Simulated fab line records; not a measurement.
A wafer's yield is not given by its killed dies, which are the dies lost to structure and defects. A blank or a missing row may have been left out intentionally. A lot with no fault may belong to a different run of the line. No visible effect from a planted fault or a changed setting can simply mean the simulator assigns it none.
Chamber matching | flow n5 finfet | 4 sister chambers for N5_BEOL_M7_ETCH_66 on rie diel-04
The step etches SOC in N2/H2, target depth 80 nm, overetch 16 nm, time 120 s. 4 wafers are shown with their chamber, then 7 later ones without.

WAFERS, EACH WITH ITS CHAMBER
wafer  | chamber | showerhead plenum p Torr (Torr)
L085.4 | 0       | 2.68
L085.6 | 2       | 2.52
L086.1 | 3       | 2.52
L086.2 | 1       | 2.53

WAFERS WITH NO CHAMBER GIVEN
wafer  | showerhead plenum p Torr (Torr)
L086.6 | 2.52
L092.1 | 2.52
L092.2 | 2.51
L092.6 | 2.52
L096.1 | 2.67
L096.5 | 2.52
L096.6 | 2.67

EACH ONE'S CHAMBER
wafer  | from the rows above          | in truth
L086.6 | can't be placed: 2 or 3 or 1 | 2
L092.1 | can't be placed: 2 or 3 or 1 | 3
L092.2 | can't be placed: 2 or 3 or 1 | 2
L092.6 | can't be placed: 2 or 3 or 1 | 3
L096.1 | 0                            | 0
L096.5 | can't be placed: 2 or 3 or 1 | 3
L096.6 | 0                            | 0
Placed correctly: 2 of 7. These rows do not allow placing 5 (true chamber among the candidates in 5). Number placed wrongly: 0.
How it was worked out, from the rows above alone: a wafer's distance from a chamber is the root of the sum, over the readings, of the square of ((its reading less the chamber's mean) divided by the reading's scatter). If the next closest chamber is less than 2 further off than the closest, the wafer can't be placed; otherwise it belongs to the closest. A chamber's mean is the mean of its shown wafers. The scatter: root of mean squared gap, hidden wafer to nearest shown wafer, with one shown wafer a chamber.
